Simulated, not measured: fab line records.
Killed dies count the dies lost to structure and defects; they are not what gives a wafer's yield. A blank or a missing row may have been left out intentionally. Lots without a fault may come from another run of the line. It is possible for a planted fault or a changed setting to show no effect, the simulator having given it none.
fab line records ; flow n5Finfet ; part 1 of 2: steps 1 to 23 of 32
record lots=5; wafers=15; lastDay=16
route steps=1938 shown BEOL_M5@1160
lots untouched by any fault: they come from a run of this same line in which no faults occurred
startH: hours from the record's opening day to when the first of the lot's shown wafers began ; waitH: hours since the lot's step before ; " same as the row above ; L1.1+2: several wafers, shown together as one row ; - either no value or no given start ; * or withheld: withheld ; < > ~ a bound
route shown NAME@n: NAME is a module with steps in the file, n the number in the route of the first one ; usual: mean/standard deviation of fault-free wafers ; same: alike in all rows ; chamber/n: place in a boat ; sites: readings site by site ; _std_site: standard deviation across them ; _edge_site: the outer-site mean with the inner-site mean subtracted ; radiusMm: how far each site lies from the wafer's centre ; mask NAME#n: copy n ; behind: tool/chamber where the wafer was last shaped ; hold: why the lot went on hold/how many hours it stayed there/how the hold came to an end ; device: the transistor (n, p or np) that didn't switch ; end of line: at the end of the route, the tests of the same wafers ; where a step has no rows: the recipe by itself ; killed: dies lost to structure and defects at the first sort, not the wafer's yield ; map: dies across one wafer; x = killed, . = not, _ = none there
set.NAME: the setting the step ran with; set.NAME@STEP: the setting that earlier step ran with ; model.NAME: the simulator's own value behind a step, which no gauge read
certain route steps with their lots: each step a table, each wafer a row
services: a tool's chamber out of use, with start hour (startH, from the record's first day; less than 0 if before it), hours out, and reason
## steps
# step N5_BEOL_M5_TRENCH_ETCH_37
# recipe chemistry=C4F6/O2; targetDepthA=716.52; target=SiCOH_lowk; timeS=24.7; ionEnergyEv=250; pressureMtorr=30; sourceW=345; biasW=185; Ar_flow_sccm=300; C4F6_flow_sccm=10; O2_flow_sccm=10
# usual drypumpMotorCurrentA=5.5/0.48; oes_ar_750_au=0.78/0.081; oesProductAu=0.78/0.089; rfVppV=670/9.9; showerheadPlenumPTorr=2.91/0.1; throttleValvePct=20.98/0.27
lot.wafer;tool;chamber;startH;waitH;drypumpMotorCurrentA;oes_ar_750_au;oesProductAu;rfHoursCounterH;rfVppV;showerheadPlenumPTorr;throttleValvePct
L076.2;rieDiel-02;3;-;-;5.5;0.75;0.74;152;665;2.95;21.10
L076.5;rieDiel-02;3;-;-;5.5;0.74;0.74;-;664;2.95;21.12
L076.6;rieDiel-02;0;-;-;5.2;0.75;0.73;-;656;2.94;21.21
L082.3;rieDiel-06;0;-;-;5.1;0.73;0.73;169;663;2.72;20.93
L082.4;rieDiel-06;3;-;-;6.4;0.73;0.73;169;685;2.94;20.70
L082.5;rieDiel-06;0;-;-;5.1;0.73;0.72;-;664;2.72;20.91
L084.2;rieDiel-02;1;-;-;5.6;0.95;0.96;19;669;2.99;21.00
L084.4;rieDiel-02;3;-;-;5.5;0.72;0.74;170;663;2.94;21.12
L084.5;rieDiel-02;0;-;-;5.2;0.72;0.72;-;655;2.93;21.23
L086.1;rieDiel-06;3;-;-;6.4;0.72;0.72;177;682;2.93;20.71
L086.5;rieDiel-06;1;-;-;6.6;0.83;0.83;-;670;2.99;20.54
L086.6;rieDiel-06;0;-;-;5.2;0.73;0.73;-;664;2.71;20.94
L092.3;rieDiel-05;1;-;-;5.7;0.82;0.81;78;679;2.86;20.86
L092.4;rieDiel-05;3;-;-;5.6;0.71;0.70;196;672;2.95;20.79
L092.6;rieDiel-05;3;-;-;5.6;0.71;0.70;-;672;2.95;20.80
# step N5_BEOL_M5_ETCH_41
# recipe chemistry=CH3F/O2; target=SiCN; targetDepthA=315; taperDeg=2; timeS=56.7; ionEnergyEv=120; maskMaterial=TiN; pressureMtorr=30; sourceW=395; biasW=75; Ar_flow_sccm=150; CH3F_flow_sccm=30; O2_flow_sccm=20
# usual drypumpMotorCurrentA=5.5/0.49; oesProductAu=0.78/0.09; rfVppV=298.3/1.6; showerheadPlenumPTorr=2.05/0.073; throttleValvePct=16.38/0.27
lot.wafer;tool;chamber;startH;waitH;drypumpMotorCurrentA;oesProductAu;rfHoursCounterH;rfVppV;showerheadPlenumPTorr;throttleValvePct
L076.2;rieDiel-02;3;-;-;5.5;0.73;152;299.0;2.08;16.52
L076.5;rieDiel-02;3;-;-;5.5;0.74;-;299.0;2.08;16.51
L076.6;rieDiel-02;0;-;-;5.2;0.72;-;299.5;2.07;16.65
L082.3;rieDiel-06;0;-;-;5.1;0.73;169;295.0;1.90;16.39
L082.4;rieDiel-06;3;-;-;6.5;0.73;169;298.5;2.07;16.16
L082.5;rieDiel-06;0;-;-;5.1;0.72;-;295.4;1.90;16.38
L084.2;rieDiel-02;1;-;-;5.6;0.95;19;300.5;2.11;16.34
L084.4;rieDiel-02;3;-;-;5.5;0.72;170;299.1;2.07;16.54
L084.5;rieDiel-02;0;-;-;5.2;0.72;-;298.3;2.06;16.70
L086.1;rieDiel-06;3;-;-;6.5;0.71;177;298.3;2.06;16.17
L086.5;rieDiel-06;1;-;-;6.6;0.84;-;300.6;2.10;15.96
L086.6;rieDiel-06;0;-;-;5.1;0.72;-;296.5;1.90;16.41
L092.3;rieDiel-05;1;-;-;5.7;0.82;79;298.1;2.01;16.27
L092.4;rieDiel-05;3;-;-;5.6;0.71;196;299.0;2.08;16.23
L092.6;rieDiel-05;3;-;-;5.6;0.72;-;297.3;2.08;16.23
# step N5_BEOL_M5_STRIP_91
# recipe chemistry=N2/H2; timeS=10; powerW=450; tempC=40; pressureMtorr=20; rfFrequencyHz=6e+07; biasPowerW=7; n2FlowSccm=200; h2FlowSccm=200
# usual drypumpMotorCurrentA=5.5/0.48; oesProductAu=0.79/0.092; rfVppV=59.5/0.89; showerheadPlenumPTorr=2.61/0.092; throttleValvePct=23.8/0.43
lot.wafer;tool;chamber;startH;waitH;drypumpMotorCurrentA;oesProductAu;rfHoursCounterH;rfVppV;showerheadPlenumPTorr;throttleValvePct
L076.2;rieDiel-02;3;-;-;5.5;0.75;152;59.7;2.64;23.8
L076.5;rieDiel-02;3;-;-;5.5;0.74;-;60.5;2.65;23.8
L076.6;rieDiel-02;0;-;-;5.2;0.73;-;61.1;2.63;23.7
L082.3;rieDiel-06;0;-;-;5.2;0.73;169;57.6;2.41;23.4
L082.4;rieDiel-06;3;-;-;6.5;0.72;169;58.2;2.63;23.7
L082.5;rieDiel-06;0;-;-;5.2;0.73;-;58.2;2.41;23.4
L084.2;rieDiel-02;1;-;-;5.6;0.95;19;60.0;2.71;24.4
L084.4;rieDiel-02;3;-;-;5.5;0.73;170;59.3;2.64;23.8
L084.5;rieDiel-02;0;-;-;5.2;0.72;-;60.1;2.62;23.7
L086.1;rieDiel-06;3;-;-;6.5;0.72;177;59.0;2.63;23.7
L086.5;rieDiel-06;1;-;-;6.6;0.84;-;60.6;2.69;23.3
L086.6;rieDiel-06;0;-;-;5.1;0.72;-;61.0;2.41;23.4
L092.3;rieDiel-05;1;-;-;5.7;0.83;79;59.3;2.56;23.9
L092.4;rieDiel-05;3;-;-;5.6;0.72;196;60.3;2.64;23.7
L092.6;rieDiel-05;3;-;-;5.6;0.72;-;58.8;2.64;23.6
# step N5_BEOL_M5_OCD_MEAS_38
# usual trenchDepthNm=71.3/1.2
lot.wafer;tool;chamber;startH;waitH;trenchDepthNm
L076.2;ocd-02;-;177.56;-;70.4
L076.5;ocd-02;-;177.56;-;70.5
L076.6;ocd-02;-;177.56;-;69.9
L082.3;ocd-01;-;223.78;-;72.0
L082.4;ocd-01;-;223.78;-;69.9
L082.5;ocd-01;-;223.78;-;70.6
L084.2;ocd-02;-;243.71;-;74.2
L084.4;ocd-02;-;243.71;-;71.6
L084.5;ocd-02;-;243.71;-;71.0
L086.1;ocd-02;-;252.05;-;68.7
L086.5;ocd-02;-;252.05;-;70.9
L086.6;ocd-02;-;252.05;-;70.6
L092.3;ocd-01;-;287.36;-;70.4
L092.4;ocd-01;-;287.36;-;69.9
L092.6;ocd-01;-;287.36;-;70.2
# step N5_BEOL_M5_HM_STRIP_39
# recipe chemistry=peroxideTinStrip; material=TiN; targetDepthA=250; tempC=50; timeS=158
lot.wafer;tool;chamber;startH;waitH
L076.2+5+6;wetBench-01;1,2,0;177.59;0.0
L082.3+4+5;wetBench-01;5,6,1;223.81;0.0
L084.2+4+5;wetBench-02;7,3,0;243.74;0.0
L086.1+5+6;wetBench-02;1,0,2;252.08;0.0
L092.3+4+6;wetBench-01;1,0,7;287.39;0.0
# step N5_BEOL_M5_SRD_40
# recipe timeS=30; tempC=23; rinseLiquid=diw; dry=ipaMarangoni
lot.wafer;tool;chamber;startH;waitH
L076.2+5+6;wetBench-01;1,2,0;177.64;0.0
L082.3+4+5;wetBench-01;5,6,1;223.85;0.0
L084.2+4+5;wetBench-02;7,3,0;243.79;0.0
L086.1+5+6;wetBench-02;1,0,2;252.13;0.0
L092.3+4+6;wetBench-01;1,0,7;287.44;0.0
# step N5_BEOL_M5_PRECLEAN_42
# recipe chemistry=residueRemover; timeS=60; tempC=40
lot.wafer;tool;chamber;startH;waitH
L076.2+5+6;wetBench-01;1,2,0;177.66;0.0
L082.3+4+5;wetBench-01;5,6,1;223.87;0.0
L084.2+4+5;wetBench-02;7,3,0;243.81;0.0
L086.1+5+6;wetBench-02;1,0,2;252.14;0.0
L092.3+4+6;wetBench-01;1,0,7;287.46;0.0
# step N5_BEOL_M5_SRD_43
# recipe timeS=30; tempC=23; rinseLiquid=diw; dry=ipaMarangoni
lot.wafer;tool;chamber;startH;waitH
L076.2+5+6;wetBench-01;1,2,0;177.68;0.0
L082.3+4+5;wetBench-01;5,6,1;223.89;0.0
L084.2+4+5;wetBench-02;7,3,0;243.82;0.0
L086.1+5+6;wetBench-02;1,0,2;252.16;0.0
L092.3+4+6;wetBench-01;1,0,7;287.47;0.0
# step N5_BEOL_M5_CD_MEAS_35
# recipe targetCdNm=28; targetCdYNm=24; polarity=opening
# usual cdNm=28.1/0.31
lot.wafer;tool;chamber;startH;waitH;cdNm
L076.2;cdSem-03;-;177.72;0.0;28.4
L076.5;cdSem-03;-;177.72;0.0;28.2
L076.6;cdSem-03;-;177.72;0.0;28.2
L082.3;cdSem-02;-;223.93;0.0;28.2
L082.4;cdSem-02;-;223.93;0.0;29.0
L082.5;cdSem-02;-;223.93;0.0;28.4
L084.2;cdSem-03;-;243.87;0.0;28.2
L084.4;cdSem-03;-;243.87;0.0;27.9
L084.5;cdSem-03;-;243.87;0.0;27.7
L086.1;cdSem-03;-;252.20;0.0;28.1
L086.5;cdSem-03;-;252.20;0.0;28.8
L086.6;cdSem-03;-;252.20;0.0;28.2
L092.3;cdSem-01;-;287.52;0.0;28.1
L092.4;cdSem-01;-;287.52;0.0;27.7
L092.6;cdSem-01;-;287.52;0.0;27.6
# step N5_BEOL_M5_CURE_80
# recipe tempC=370; timeS=120; ambient=DMADMS/He; material=SiCOH_lowk
# usual lampPowerPct=52.31/0.056; wafer_temp_C_max=372.1/0.59
lot.wafer;tool;chamber;startH;waitH;lampPowerPct;wafer_temp_C_max
L076.2;uvCure-03;2;177.88;0.2;52.40;372.5
L076.5;uvCure-03;2;177.88;0.2;52.23;371.6
L076.6;uvCure-03;2;177.88;0.2;52.33;372.4
L082.3;uvCure-03;2;224.07;0.1;52.30;372.0
L082.4;uvCure-03;2;224.07;0.1;52.30;371.8
L082.5;uvCure-03;2;224.07;0.1;52.30;372.0
L084.2;uvCure-03;1;243.96;0.1;52.32;371.5
L084.4;uvCure-03;1;243.96;0.1;52.35;371.6
L084.5;uvCure-03;1;243.96;0.1;52.39;371.8
L086.1;uvCure-02;1;252.24;0.0;52.32;372.8
L086.5;uvCure-02;1;252.24;0.0;52.30;371.7
L086.6;uvCure-02;1;252.24;0.0;52.23;372.0
L092.3;uvCure-03;2;287.67;0.1;52.27;371.6
L092.4;uvCure-03;2;287.67;0.1;52.29;371.7
L092.6;uvCure-03;2;287.67;0.1;52.29;372.2
# step N5_BEOL_M5_DEGAS_44
# recipe ambient=vacuum; tempC=250; timeS=60
# usual heaterPowerW=342/35
lot.wafer;tool;chamber;startH;waitH;heaterPowerW
L076.2;pvdSputter-02;-;178.92;1.0;313
L076.5;pvdSputter-02;-;178.92;1.0;334
L076.6;pvdSputter-02;-;178.92;1.0;356
L082.3;pvdSputter-02;-;224.48;0.4;332
L082.4;pvdSputter-02;-;224.48;0.4;351
L082.5;pvdSputter-02;-;224.48;0.4;332
L084.2;pvdSputter-02;-;244.45;0.4;344
L084.4;pvdSputter-02;-;244.45;0.4;312
L084.5;pvdSputter-02;-;244.45;0.4;326
L086.1;pvdSputter-01;-;252.63;0.3;339
L086.5;pvdSputter-01;-;252.63;0.3;365
L086.6;pvdSputter-01;-;252.63;0.3;283
L092.3;pvdSputter-01;-;288.15;0.4;286
L092.4;pvdSputter-01;-;288.15;0.4;338
L092.6;pvdSputter-01;-;288.15;0.4;292
# step N5_BEOL_M5_PRE_CLEAN_45
# recipe gas=H2/He; timeS=30; tempC=250
# usual heaterPowerW=342/36
lot.wafer;tool;chamber;startH;waitH;heaterPowerW
L076.2;pvdSputter-02;-;178.96;0.0;313
L076.5;pvdSputter-02;-;178.96;0.0;334
L076.6;pvdSputter-02;-;178.96;0.0;361
L082.3;pvdSputter-02;-;224.52;0.0;344
L082.4;pvdSputter-02;-;224.52;0.0;356
L082.5;pvdSputter-02;-;224.52;0.0;341
L084.2;pvdSputter-02;-;244.49;0.0;333
L084.4;pvdSputter-02;-;244.49;0.0;316
L084.5;pvdSputter-02;-;244.49;0.0;310
L086.1;pvdSputter-01;-;252.67;0.0;332
L086.5;pvdSputter-01;-;252.67;0.0;365
L086.6;pvdSputter-01;-;252.67;0.0;290
L092.3;pvdSputter-01;-;288.19;0.0;291
L092.4;pvdSputter-01;-;288.19;0.0;344
L092.6;pvdSputter-01;-;288.19;0.0;286
# step N5_BEOL_M5_ALD_86
# recipe material=TaN; targetThkA=*; tempC=275; aldPrecursorFamily=PDMAT; aldCoReactant=NH3; pressureTorr=3; carrierFlowSccm=1500; pulseTimeS=2; purgeTimeS=3; coReactantPurgeTimeS=2; coReactantPulseTimeS=3; aldCycles=30; precursorVesselTempC=75; precursorVesselPressureTorr=26.25; precursorVesselCarrierSccm=1000
# usual heaterPowerOuterW=228/27; heaterPowerW=418/45; precursorVesselPressureTorr=26.26/0.052
lot.wafer;tool;chamber;startH;waitH;heaterPowerOuterW;heaterPowerW;precursorVesselPressureTorr
L076.2;aldMetal-01;0;179.04;0.1;213;417;26.24
L076.5;aldMetal-01;1;179.04;0.1;202;344;26.34
L076.6;aldMetal-01;2;179.04;0.1;266;461;26.28
L082.3;aldMetal-01;0;224.58;0.0;212;406;26.26
L082.4;aldMetal-01;1;224.58;0.0;209;348;26.25
L082.5;aldMetal-01;1;224.58;0.0;204;354;26.28
L084.2;aldMetal-03;0;244.57;0.1;234;425;26.22
L084.4;aldMetal-03;0;244.57;0.1;234;418;26.24
L084.5;aldMetal-03;1;244.57;0.1;186;360;26.25
L086.1;aldMetal-02;3;252.77;0.1;257;487;26.32
L086.5;aldMetal-02;3;252.77;0.1;256;485;26.29
L086.6;aldMetal-02;2;252.77;0.1;225;419;26.26
L092.3;aldMetal-03;0;288.31;0.1;231;422;26.25
L092.4;aldMetal-03;3;288.31;0.1;267;487;26.25
L092.6;aldMetal-03;0;288.31;0.1;229;426;26.30
# step N5_BEOL_M5_SURFACE_TREAT_87
# recipe gas=Ar; timeS=*; ionEnergyEv=*; ionCurrentMaCm2=0.5; pressureMtorr=*; arFlowSccm=30
# usual pressureMtorr=*; throttleValvePct=*
lot.wafer;tool;chamber;startH;waitH;pressureMtorr;throttleValvePct
L076.2;pvdSputter-03;-;179.28;0.1;*;*
L076.5;pvdSputter-03;-;179.28;0.1;*;*
L076.6;pvdSputter-03;-;179.28;0.1;*;*
L082.3;pvdSputter-01;-;224.86;0.2;*;*
L082.4;pvdSputter-01;-;224.86;0.2;*;*
L082.5;pvdSputter-01;-;224.86;0.2;*;*
L084.2;pvdSputter-01;-;246.52;1.8;*;*
L084.4;pvdSputter-01;-;246.52;1.8;*;*
L084.5;pvdSputter-01;-;246.52;1.8;*;*
L086.1;pvdSputter-01;-;253.07;0.2;*;*
L086.5;pvdSputter-01;-;253.07;0.2;*;*
L086.6;pvdSputter-01;-;253.07;0.2;*;*
L092.3;pvdSputter-01;-;288.59;0.2;*;*
L092.4;pvdSputter-01;-;288.59;0.2;*;*
L092.6;pvdSputter-01;-;288.59;0.2;*;*
# step N5_BEOL_M5_CVD_47
# recipe material=Co; targetThkA=30; tempC=withheld; precursor=CCTBA/H2; pressureTorr=30; timeS=216
lot.wafer;tool;chamber;startH;waitH
L076.2+5+6;cvdCo-02;0,2,1;179.34;0.0
L082.3+4+5;cvdCo-02;0,1,0;224.96;0.1
L084.2+4+5;cvdCo-02;0,2,1;246.58;0.0
L086.1+5+6;cvdCo-02;0,1,0;253.25;0.2
L092.3+4+6;cvdCo-02;2,0,2;288.65;0.0
# step N5_BEOL_M5_SPUTTER_48
# recipe material=Cu; targetThkA=150; tempC=-20; chamberPressurePa=0.07; powerW=withheld; timeS=27.62
# usual substrateTempC=-19.99/0.11; throttleValvePct=30.2/1.3
lot.wafer;tool;chamber;startH;waitH;substrateTempC;throttleValvePct
L076.2;pvdSputter-03;-;179.50;0.1;-20.12;28.4
L076.5;pvdSputter-03;-;179.50;0.1;-20.14;28.2
L076.6;pvdSputter-03;-;179.50;0.1;-19.82;29.6
L082.3;pvdSputter-02;-;225.12;0.1;-20.01;28.2
L082.4;pvdSputter-02;-;225.12;0.1;-20.04;31.0
L082.5;pvdSputter-02;-;225.12;0.1;-19.96;27.9
L084.2;pvdSputter-01;-;246.82;0.2;-19.96;31.5
L084.4;pvdSputter-01;-;246.82;0.2;-19.90;29.7
L084.5;pvdSputter-01;-;246.82;0.2;-19.83;29.2
L086.1;pvdSputter-01;-;253.43;0.1;-20.08;29.9
L086.5;pvdSputter-01;-;253.43;0.1;-19.94;31.4
L086.6;pvdSputter-01;-;253.43;0.1;-19.90;31.5
L092.3;pvdSputter-03;-;288.83;0.1;-20.14;32.7
L092.4;pvdSputter-03;-;288.83;0.1;-20.04;30.2
L092.6;pvdSputter-03;-;288.83;0.1;-20.10;30.3
# step N5_BEOL_M5_ANNEAL_49
# recipe tempC=400; timeS=1800; ambient=vacuum
# usual heaterPowerW=860/87
lot.wafer;tool;chamber;startH;waitH;heaterPowerW
L076.2;pvdSputter-03;-;179.58;0.0;974
L076.5;pvdSputter-03;-;179.58;0.0;986
L076.6;pvdSputter-03;-;179.58;0.0;861
L082.3;pvdSputter-02;-;225.20;0.0;833
L082.4;pvdSputter-02;-;225.20;0.0;763
L082.5;pvdSputter-02;-;225.20;0.0;836
L084.2;pvdSputter-01;-;246.90;0.0;720
L084.4;pvdSputter-01;-;246.90;0.0;892
L084.5;pvdSputter-01;-;246.90;0.0;759
L086.1;pvdSputter-01;-;253.51;0.0;921
L086.5;pvdSputter-01;-;253.51;0.0;829
L086.6;pvdSputter-01;-;253.51;0.0;708
L092.3;pvdSputter-03;-;288.91;0.0;1023
L092.4;pvdSputter-03;-;288.91;0.0;813
L092.6;pvdSputter-03;-;288.91;0.0;826
# step N5_BEOL_M5_SPUTTER_81
# recipe material=Cu; targetThkA=150; tempC=-20; chamberPressurePa=0.07; powerW=withheld; timeS=27.62
# usual substrateTempC=-19.99/0.12; throttleValvePct=30.2/1.3
lot.wafer;tool;chamber;startH;waitH;substrateTempC;throttleValvePct
L076.2;pvdSputter-03;-;180.58;0.5;-20.00;28.5
L076.5;pvdSputter-03;-;180.58;0.5;-19.92;28.5
L076.6;pvdSputter-03;-;180.58;0.5;-19.89;29.5
L082.3;pvdSputter-02;-;226.20;0.5;-19.94;27.7
L082.4;pvdSputter-02;-;226.20;0.5;-19.91;31.0
L082.5;pvdSputter-02;-;226.20;0.5;-20.02;28.2
L084.2;pvdSputter-01;-;247.91;0.5;-20.04;31.2
L084.4;pvdSputter-01;-;247.91;0.5;-20.04;29.9
L084.5;pvdSputter-01;-;247.91;0.5;-19.87;29.0
L086.1;pvdSputter-01;-;254.52;0.5;-20.07;29.9
L086.5;pvdSputter-01;-;254.52;0.5;-20.00;31.5
L086.6;pvdSputter-01;-;254.52;0.5;-19.98;31.4
L092.3;pvdSputter-03;-;289.92;0.5;-19.98;32.3
L092.4;pvdSputter-03;-;289.92;0.5;-20.13;30.4
L092.6;pvdSputter-03;-;289.92;0.5;-20.07;30.5
# step N5_BEOL_M5_ANNEAL_82
# recipe tempC=400; timeS=1800; ambient=vacuum
# usual heaterPowerW=857/86
lot.wafer;tool;chamber;startH;waitH;heaterPowerW
L076.2;pvdSputter-03;-;180.66;0.0;952
L076.5;pvdSputter-03;-;180.66;0.0;980
L076.6;pvdSputter-03;-;180.66;0.0;865
L082.3;pvdSputter-02;-;226.28;0.0;854
L082.4;pvdSputter-02;-;226.28;0.0;779
L082.5;pvdSputter-02;-;226.28;0.0;842
L084.2;pvdSputter-01;-;247.99;0.0;701
L084.4;pvdSputter-01;-;247.99;0.0;913
L084.5;pvdSputter-01;-;247.99;0.0;767
L086.1;pvdSputter-01;-;254.60;0.0;916
L086.5;pvdSputter-01;-;254.60;0.0;818
L086.6;pvdSputter-01;-;254.60;0.0;733
L092.3;pvdSputter-03;-;290.00;0.0;1021
L092.4;pvdSputter-03;-;290.00;0.0;823
L092.6;pvdSputter-03;-;290.00;0.0;806
# step N5_BEOL_M5_SPUTTER_83
# recipe material=Cu; targetThkA=150; tempC=-20; chamberPressurePa=0.07; powerW=withheld; timeS=27.62
# usual substrateTempC=-20.00/0.1; throttleValvePct=30.2/1.4
lot.wafer;tool;chamber;startH;waitH;substrateTempC;throttleValvePct
L076.2;pvdSputter-03;-;181.67;0.5;-20.13;28.3
L076.5;pvdSputter-03;-;181.67;0.5;-20.02;28.2
L076.6;pvdSputter-03;-;181.67;0.5;-19.99;29.7
L082.3;pvdSputter-02;-;227.29;0.5;-19.98;27.8
L082.4;pvdSputter-02;-;227.29;0.5;-19.93;31.0
L082.5;pvdSputter-02;-;227.29;0.5;-19.86;27.9
L084.2;pvdSputter-01;-;249.00;0.5;-19.90;31.2
L084.4;pvdSputter-01;-;249.00;0.5;-19.92;29.9
L084.5;pvdSputter-01;-;249.00;0.5;-20.10;29.0
L086.1;pvdSputter-01;-;255.60;0.5;-20.03;30.2
L086.5;pvdSputter-01;-;255.60;0.5;-19.96;31.4
L086.6;pvdSputter-01;-;255.60;0.5;-20.00;31.4
L092.3;pvdSputter-03;-;291.00;0.5;-20.19;32.5
L092.4;pvdSputter-03;-;291.00;0.5;-20.22;30.3
L092.6;pvdSputter-03;-;291.00;0.5;-20.00;30.3
# step N5_BEOL_M5_ANNEAL_84
# recipe tempC=400; timeS=1800; ambient=vacuum
# usual heaterPowerW=858/88
lot.wafer;tool;chamber;startH;waitH;heaterPowerW
L076.2;pvdSputter-03;-;181.75;0.0;984
L076.5;pvdSputter-03;-;181.75;0.0;979
L076.6;pvdSputter-03;-;181.75;0.0;853
L082.3;pvdSputter-02;-;227.37;0.0;845
L082.4;pvdSputter-02;-;227.37;0.0;792
L082.5;pvdSputter-02;-;227.37;0.0;835
L084.2;pvdSputter-01;-;249.08;0.0;719
L084.4;pvdSputter-01;-;249.08;0.0;923
L084.5;pvdSputter-01;-;249.08;0.0;754
L086.1;pvdSputter-01;-;255.68;0.0;908
L086.5;pvdSputter-01;-;255.68;0.0;843
L086.6;pvdSputter-01;-;255.68;0.0;724
L092.3;pvdSputter-03;-;291.08;0.0;1035
L092.4;pvdSputter-03;-;291.08;0.0;808
L092.6;pvdSputter-03;-;291.08;0.0;790
# step N5_BEOL_M5_SPUTTER_88
# recipe material=Cu; targetThkA=150; tempC=-20; chamberPressurePa=0.07; powerW=withheld; timeS=27.62
# usual substrateTempC=-19.99/0.092; throttleValvePct=30.1/1.3
lot.wafer;tool;chamber;startH;waitH;substrateTempC;throttleValvePct
L076.2;pvdSputter-03;-;182.76;0.5;-19.96;28.4
L076.5;pvdSputter-03;-;182.76;0.5;-19.78;28.5
L076.6;pvdSputter-03;-;182.76;0.5;-19.79;29.4
L082.3;pvdSputter-02;-;228.38;0.5;-20.08;27.8
L082.4;pvdSputter-02;-;228.38;0.5;-19.93;31.4
L082.5;pvdSputter-02;-;228.38;0.5;-19.98;27.8
L084.2;pvdSputter-01;-;250.08;0.5;-20.01;31.1
L084.4;pvdSputter-01;-;250.08;0.5;-19.98;29.8
L084.5;pvdSputter-01;-;250.08;0.5;-20.05;29.1
L086.1;pvdSputter-01;-;256.69;0.5;-20.02;29.8
L086.5;pvdSputter-01;-;256.69;0.5;-20.08;31.3
L086.6;pvdSputter-01;-;256.69;0.5;-20.21;31.3
L092.3;pvdSputter-03;-;292.09;0.5;-20.08;32.4
L092.4;pvdSputter-03;-;292.09;0.5;-19.90;30.4
L092.6;pvdSputter-03;-;292.09;0.5;-20.10;30.3
# step N5_BEOL_M5_ANNEAL_89
# recipe tempC=400; timeS=1800; ambient=vacuum
# usual heaterPowerW=858/87
lot.wafer;tool;chamber;startH;waitH;heaterPowerW
L076.2;pvdSputter-03;-;182.84;0.0;987
L076.5;pvdSputter-03;-;182.84;0.0;999
L076.6;pvdSputter-03;-;182.84;0.0;868
L082.3;pvdSputter-02;-;228.46;0.0;849
L082.4;pvdSputter-02;-;228.46;0.0;768
L082.5;pvdSputter-02;-;228.46;0.0;826
L084.2;pvdSputter-01;-;250.16;0.0;725
L084.4;pvdSputter-01;-;250.16;0.0;921
L084.5;pvdSputter-01;-;250.16;0.0;741
L086.1;pvdSputter-01;-;256.77;0.0;920
L086.5;pvdSputter-01;-;256.77;0.0;834
L086.6;pvdSputter-01;-;256.77;0.0;738
L092.3;pvdSputter-03;-;292.17;0.0;1004
L092.4;pvdSputter-03;-;292.17;0.0;814
L092.6;pvdSputter-03;-;292.17;0.0;814
